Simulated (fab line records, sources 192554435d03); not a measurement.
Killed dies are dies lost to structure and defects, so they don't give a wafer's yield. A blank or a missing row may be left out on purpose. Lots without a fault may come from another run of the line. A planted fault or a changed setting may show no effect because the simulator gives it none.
Which tool did it? | flow n5_finfet | 10 lots, 30 wafers sampled, at 5 steps of a route of 1938

WHAT THE GAUGES READ, wafer by wafer
N5_BEOL_M4_RC_MEAS_101.
lot  | measured     | on        | DIBL_N (mV/V)  | DIBL_P (mV/V)  | EOT_N             | EOT_P             | IGATE_N (nA/um)      | IGATE_P (nA/um)      | IOFF_N (nA/um)    | IOFF_P (nA/um) | IOFF_P_LIN (nA/um) | ION_N (uA/um) | ION_P (uA/um) | SS_N (mV/dec)  | SS_P (mV/dec)  | VT_N (mV)   | VT_P (mV)
L102 | day 7 15:10  | prober-02 | 34.6 32.9 34.0 | 35.2 34.3 36.4 | 10.51 10.73 10.73 | 10.36 10.61 10.49 | 0.0118 0.0109 0.0098 | 0.0035 0.0032 0.0029 | 0.150 0.119 0.145 | 0.16 0.15 0.17 | 0.076 0.073 0.081  | 674 660 677   | 449 454 459   | 71.1 70.7 71.5 | 72.6 72.5 73.4 | 252 253 251 | -258 -257 -255
L103 | day 8 02:58  | prober-01 | 37.7 36.9 39.9 | 38.6 36.7 41.0 | 10.47 10.65 11.68 | 10.50 10.64 11.61 | 0.0123 0.0097 0.0036 | 0.0036 0.0028 0.0011 | 0.156 0.151 0.192 | 0.22 0.20 0.28 | 0.105 0.100 0.136  | 647 672 660   | 451 461 454   | 72.1 70.9 71.0 | 73.9 72.5 74.3 | 252 252 247 | -247 -248 -245
L104 | day 8 00:16  | prober-01 | 35.3 37.6 38.4 | 35.9 38.3 38.7 | 10.56 11.63 11.72 | 10.32 11.63 11.63 | 0.0158 0.0037 0.0040 | 0.0047 0.0011 0.0012 | 0.161 0.202 0.209 | 0.22 0.26 0.28 | 0.106 0.127 0.134  | 685 661 668   | 471 453 462   | 71.8 71.9 73.0 | 73.3 73.8 73.2 | 252 247 249 | -248 -245 -245
L105 | day 9 00:37  | prober-01 | 36.3 36.9 38.3 | 34.1 34.5 36.7 | 10.56 10.65 10.68 | 10.51 10.46 10.58 | 0.0125 0.0119 0.0110 | 0.0037 0.0034 0.0033 | 0.138 0.141 0.175 | 0.20 0.21 0.24 | 0.101 0.104 0.115  | 662 675 677   | 464 469 468   | 71.5 70.9 71.1 | 73.2 73.8 73.7 | 253 253 247 | -248 -248 -248
L117 | day 11 22:08 | prober-02 | 32.9 35.7 34.3 | 33.5 35.7 34.1 | 10.50 10.39 10.47 | 10.45 10.46 10.58 | 0.0112 0.0135 0.0113 | 0.0034 0.0041 0.0034 | 0.126 0.171 0.139 | 0.21 0.24 0.22 | 0.104 0.113 0.108  | 676 688 684   | 472 475 471   | 70.3 71.7 71.1 | 73.4 74.5 73.3 | 251 247 252 | -248 -245 -244
L118 | day 11 22:31 | prober-01 | 37.7 34.0 33.2 | 38.3 33.9 32.5 | 10.62 10.55 10.60 | 10.64 10.62 10.48 | 0.0117 0.0117 0.0117 | 0.0035 0.0035 0.0035 | 0.189 0.121 0.106 | 0.22 0.17 0.14 | 0.100 0.084 0.073  | 685 668 656   | 463 460 452   | 71.8 71.3 70.4 | 74.0 72.1 72.6 | 249 255 255 | -252 -254 -257
L119 | day 12 00:12 | prober-02 | 38.4 32.6 36.1 | 39.2 32.9 37.3 | 10.62 10.67 10.50 | 10.45 10.52 10.43 | 0.0110 0.0102 0.0129 | 0.0032 0.0030 0.0037 | 0.153 0.076 0.117 | 0.18 0.12 0.16 | 0.082 0.062 0.076  | 669 626 662   | 448 430 449   | 71.5 70.0 70.3 | 74.0 71.7 73.5 | 255 266 259 | -254 -260 -257
L120 | day 12 03:19 | prober-01 | 38.5 35.8 35.6 | 39.8 34.5 36.1 | 10.63 10.49 10.43 | 10.50 10.40 10.41 | 0.0128 0.0131 0.0158 | 0.0039 0.0039 0.0048 | 0.191 0.137 0.146 | 0.25 0.17 0.18 | 0.111 0.083 0.086  | 679 663 683   | 463 454 466   | 72.1 71.6 71.5 | 73.7 73.0 73.1 | 248 252 251 | -248 -252 -255
L122 | day 12 19:14 | prober-02 | 36.4 39.3 37.4 | 33.2 36.0 35.8 | 10.51 10.44 10.47 | 10.46 10.62 10.43 | 0.0132 0.0122 0.0164 | 0.0038 0.0035 0.0047 | 0.145 0.208 0.170 | 0.16 0.19 0.20 | 0.081 0.092 0.094  | 671 659 685   | 454 443 459   | 71.8 72.7 71.3 | 73.0 73.9 73.8 | 253 249 249 | -257 -253 -250
L124 | day 13 18:52 | prober-02 | 35.8 38.4 35.3 | 35.0 37.4 33.1 | 10.48 10.57 10.50 | 10.61 10.67 10.49 | 0.0120 0.0110 0.0153 | 0.0035 0.0032 0.0044 | 0.147 0.197 0.138 | 0.19 0.24 0.18 | 0.095 0.113 0.091  | 677 691 682   | 463 478 464   | 71.3 71.6 71.0 | 72.4 72.5 71.9 | 250 246 254 | -248 -247 -250

WHICH TOOL RAN EACH LOT (tool, then ch and the chambers of the sampled wafers, then the start)
lot  | N5_DUMMY_REMOVAL_PRECLEAN_08       | N5_BEOL_M4_ANNEAL_82         | N5_BEOL_M4_SPUTTER_86        | N5_BEOL_M4_ANNEAL_91
L102 | remote_plasma-02 ch 0, day 3 23:40 | pvd_sputter-01, day 7 12:50  | pvd_sputter-01, day 7 12:58  | pvd_sputter-01, day 7 13:29
L103 | remote_plasma-02 ch 0, day 4 10:10 | pvd_sputter-03, day 8 00:36  | pvd_sputter-03, day 8 00:44  | pvd_sputter-03, day 8 01:16
L104 | remote_plasma-02 ch 0, day 4 10:20 | pvd_sputter-01, day 7 21:40  | pvd_sputter-01, day 7 21:49  | pvd_sputter-01, day 7 22:20
L105 | remote_plasma-01 ch 0, day 4 18:07 | pvd_sputter-03, day 8 22:07  | pvd_sputter-03, day 8 22:16  | pvd_sputter-03, day 8 22:47
L117 | remote_plasma-01 ch 1, day 7 17:53 | pvd_sputter-02, day 11 19:35 | pvd_sputter-02, day 11 19:44 | pvd_sputter-02, day 11 20:15
L118 | remote_plasma-02 ch 0, day 7 22:47 | pvd_sputter-03, day 11 20:10 | pvd_sputter-03, day 11 20:19 | pvd_sputter-03, day 11 20:50
L119 | remote_plasma-02 ch 1, day 8 03:43 | pvd_sputter-02, day 11 21:44 | pvd_sputter-02, day 11 21:53 | pvd_sputter-02, day 11 22:24
L120 | remote_plasma-02 ch 0, day 8 11:55 | pvd_sputter-02, day 12 00:57 | pvd_sputter-02, day 12 01:05 | pvd_sputter-02, day 12 01:37
L122 | remote_plasma-02 ch 0, day 9 02:58 | pvd_sputter-03, day 12 16:32 | pvd_sputter-03, day 12 16:40 | pvd_sputter-03, day 12 17:11
L124 | remote_plasma-02 ch 0, day 9 11:25 | pvd_sputter-01, day 13 16:32 | pvd_sputter-01, day 13 16:40 | pvd_sputter-01, day 13 17:11
- N5_DUMMY_REMOVAL_PRECLEAN_08: cleans in NF3:NH3, afs cycles 2, time 20 s, sublimation time 60 s.
- N5_BEOL_M4_ANNEAL_82: time 240 s.
- N5_BEOL_M4_SPUTTER_86: material Cu, target thk 4.5 nm, time 8.29 s.
- N5_BEOL_M4_ANNEAL_91: time 240 s.

WHAT THE TOOLS THEMSELVES READ (means of the sampled wafers that have a number; where no wafer has one, the mark that the record gives instead)
N5_BEOL_M4_ANNEAL_82.
lot  | tool           | heater_power_w (W)
L102 | pvd_sputter-01 | 1036
L103 | pvd_sputter-03 | 870
L104 | pvd_sputter-01 | 929
L105 | pvd_sputter-03 | 695
L117 | pvd_sputter-02 | 876
L118 | pvd_sputter-03 | 898
L119 | pvd_sputter-02 | 904
L120 | pvd_sputter-02 | 943
L122 | pvd_sputter-03 | 890
L124 | pvd_sputter-01 | 984

N5_BEOL_M4_SPUTTER_86.
lot  | tool           | throttle_valve_pct (%)
L102 | pvd_sputter-01 | 31.2
L103 | pvd_sputter-03 | 30.4
L104 | pvd_sputter-01 | 30.8
L105 | pvd_sputter-03 | 29.6
L117 | pvd_sputter-02 | 29.9
L118 | pvd_sputter-03 | 29.7
L119 | pvd_sputter-02 | 30.5
L120 | pvd_sputter-02 | 30.3
L122 | pvd_sputter-03 | 29.1
L124 | pvd_sputter-01 | 30.6

N5_BEOL_M4_ANNEAL_91.
lot  | tool           | heater_power_w (W)
L102 | pvd_sputter-01 | 1039
L103 | pvd_sputter-03 | 866
L104 | pvd_sputter-01 | 925
L105 | pvd_sputter-03 | 729
L117 | pvd_sputter-02 | 892
L118 | pvd_sputter-03 | 889
L119 | pvd_sputter-02 | 894
L120 | pvd_sputter-02 | 944
L122 | pvd_sputter-03 | 904
L124 | pvd_sputter-01 | 990

THE ANSWER, worked out from the rows above alone
Rule: what is usual is taken from the lots themselves. Put in order of their means at a reading, lots are off if they are a third of the lots or fewer, leave a main group of 4 or more, and stand apart from it by a gap of 3 or more times the standard deviation of the main group's means; of several such gaps the widest counts. A main group whose means are all the same, to the digits that the tables above print for the reading, isn't used. A lot without any number at a reading at which 4 lots or more have one is off too. The other lots that the step has rows for count as sound. The gauges are gone through in route order, then the tools' own readings, and for those a lot's mean is taken as printed above. The first step at which some lot is off is used, and at that step the reading that is off furthest; a lot without a number counts as furthest.
Off: L103, L104, at N5_BEOL_M4_RC_MEAS_101 (EOT_P). The main group: mean 10.51, standard deviation 0.049.
A tool fits if, at a process step before that reading, it ran every lot that is off, and no sound lot after the first of them. The gauges at N5_BEOL_M4_RC_MEAS_101 are tried like those tools. None of those tried fits.

WHAT THE SIMULATOR HAD PUT IN
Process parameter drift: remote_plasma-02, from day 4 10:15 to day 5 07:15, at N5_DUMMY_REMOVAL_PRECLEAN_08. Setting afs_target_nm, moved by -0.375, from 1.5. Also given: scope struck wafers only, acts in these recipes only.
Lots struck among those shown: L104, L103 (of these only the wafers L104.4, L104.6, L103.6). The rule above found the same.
